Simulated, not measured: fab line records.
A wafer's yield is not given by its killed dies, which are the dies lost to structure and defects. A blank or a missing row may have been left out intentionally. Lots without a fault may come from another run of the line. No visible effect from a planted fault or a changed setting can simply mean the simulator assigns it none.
Split-lot experiment :: flow n5 finfet :: 7 lots, 21 wafers read, on a route of 1938 steps

== ON THE SPLIT ==
At N5_BEOL_M7_ETCH_61 (etches SiARC in CF4, target depth 45.5 nm, time 75.8 s), the setting source w was moved away from the recipe's 545 W on 5 of the 21 wafers read, by -17.0% to +15.2%. All remaining wafers had this setting at the recipe value.

Reading taken at the split's own step.

== THE READING ==
rf vpp V, in V, at N5_BEOL_M7_ETCH_61 (etches SiARC in CF4, target depth 45.5 nm, time 75.8 s). Typical for fault-free wafers on this fab line: 184.4 V, with standard deviation 1.2 V.

wafer: L079.3
tool, chamber at the split: rie diel-02, 2
source w as run, W: 545
against the recipe: recipe
rf vpp V, V: 184.2
against lot-mates on the recipe: -

wafer: L079.5
tool, chamber at the split: rie diel-02, 1
source w as run, W: 455
against the recipe: -16.5%
rf vpp V, V: 195.8
against lot-mates on the recipe: +12.6

wafer: L079.6
tool, chamber at the split: rie diel-02, 0
source w as run, W: 545
against the recipe: recipe
rf vpp V, V: 182.3
against lot-mates on the recipe: -

wafer: L086.2
tool, chamber at the split: rie diel-02, 1
source w as run, W: 545
against the recipe: recipe
rf vpp V, V: 184.2
against lot-mates on the recipe: -

wafer: L086.3
tool, chamber at the split: rie diel-02, 3
source w as run, W: 545
against the recipe: recipe
rf vpp V, V: 184.3
against lot-mates on the recipe: -

wafer: L086.6
tool, chamber at the split: rie diel-02, 2
source w as run, W: 545
against the recipe: recipe
rf vpp V, V: 184.9
against lot-mates on the recipe: -

wafer: L088.2
tool, chamber at the split: rie diel-06, 1
source w as run, W: 545
against the recipe: recipe
rf vpp V, V: 185.0
against lot-mates on the recipe: -

wafer: L088.4
tool, chamber at the split: rie diel-06, 2
source w as run, W: 545
against the recipe: recipe
rf vpp V, V: 184.6
against lot-mates on the recipe: -

wafer: L088.6
tool, chamber at the split: rie diel-06, 3
source w as run, W: 545
against the recipe: recipe
rf vpp V, V: 185.7
against lot-mates on the recipe: -

wafer: L091.1
tool, chamber at the split: rie diel-02, 3
source w as run, W: 464.8
against the recipe: -14.7%
rf vpp V, V: 195.4
against lot-mates on the recipe: +9.5

wafer: L091.4
tool, chamber at the split: rie diel-02, 0
source w as run, W: 545
against the recipe: recipe
rf vpp V, V: 187.8
against lot-mates on the recipe: -

wafer: L091.6
tool, chamber at the split: rie diel-02, 3
source w as run, W: 545
against the recipe: recipe
rf vpp V, V: 184.0
against lot-mates on the recipe: -

wafer: L092.1
tool, chamber at the split: rie diel-06, 2
source w as run, W: 452.6
against the recipe: -17.0%
rf vpp V, V: 198.2
against lot-mates on the recipe: +13.8

wafer: L092.3
tool, chamber at the split: rie diel-06, 0
source w as run, W: 545
against the recipe: recipe
rf vpp V, V: 184.8
against lot-mates on the recipe: -

wafer: L092.6
tool, chamber at the split: rie diel-06, 3
source w as run, W: 545
against the recipe: recipe
rf vpp V, V: 183.9
against lot-mates on the recipe: -

wafer: L095.2
tool, chamber at the split: rie diel-01, 3
source w as run, W: 545
against the recipe: recipe
rf vpp V, V: 185.1
against lot-mates on the recipe: -

wafer: L095.4
tool, chamber at the split: rie diel-01, 0
source w as run, W: 627.8
against the recipe: +15.2%
rf vpp V, V: 174.6
against lot-mates on the recipe: -10.5

wafer: L095.5
tool, chamber at the split: rie diel-01, 0
source w as run, W: 627.8
against the recipe: +15.2%
rf vpp V, V: 174.0
against lot-mates on the recipe: -11.1

wafer: L097.3
tool, chamber at the split: rie diel-06, 1
source w as run, W: 545
against the recipe: recipe
rf vpp V, V: 184.1
against lot-mates on the recipe: -

wafer: L097.4
tool, chamber at the split: rie diel-06, 3
source w as run, W: 545
against the recipe: recipe
rf vpp V, V: 183.3
against lot-mates on the recipe: -

wafer: L097.5
tool, chamber at the split: rie diel-06, 2
source w as run, W: 545
against the recipe: recipe
rf vpp V, V: 185.5
against lot-mates on the recipe: -

THE FIT
A straight line over all 21 wafers: rf vpp V changes by -0.715 V for each +1% of source w; r = -0.98; the points scatter about the line by 1.1 V.
The same after taking each lot's own level away (the mean of its wafers on the recipe; 21 wafers): -0.734 V for each +1%; r = -0.99; scatter 0.95 V.
According to that fit, moving source w by its largest amount changes the reading by 12 V.
From 183.25 to 185.90 V: that is the span of the lots' own levels, equal to 2.2 times the standard deviation above.
Consequently the slope shifts little with the lot-to-lot level, the two slopes agreeing.
Check: +12 V against its lot-mates is what the line predicts for one of the wafers moved furthest among these (-17.0%) when that wafer is left out of the fit. Against them it came out at +13.8 V.
Tool readings at the split's step, against how far the setting was moved: etch rf on time s r = -0.96; rf vpp V r = -0.98.

== THE OTHER SPLITS THESE WAFERS WENT THROUGH ==
Other splits were also applied to these wafers ahead of the reading. Each is held against what the fit with the lots' levels taken away leaves over:
other split on the same wafers: N5_BEOL_M6_EXPOSE_25 dose mj
wafers away from the commonest value: 10
r with rf vpp V (lot level and that fit taken away): -0.41

other split on the same wafers: N5_BEOL_M7_COAT_05 spin rpm
wafers away from the commonest value: 6
r with rf vpp V (lot level and that fit taken away): +0.10

== THE WHOLE CHAIN: every reading that the file lists as answering this split, in the file's order ==
step: N5_BEOL_M7_ETCH_61
what it does: etches SiARC in CF4, target depth 45.5 nm, time 75.8 s
reading: etch rf on time s
change (the file's fit): withheld for each +1% of the setting
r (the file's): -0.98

step: N5_BEOL_M7_ETCH_61
what it does: etches SiARC in CF4, target depth 45.5 nm, time 75.8 s
reading: rf vpp V
change (the file's fit): -0.741 V for each +1% of the setting
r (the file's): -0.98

== FILE'S OWN FIT ==
rf vpp V changes by -0.741 V for each +1% of source w, r = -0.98.
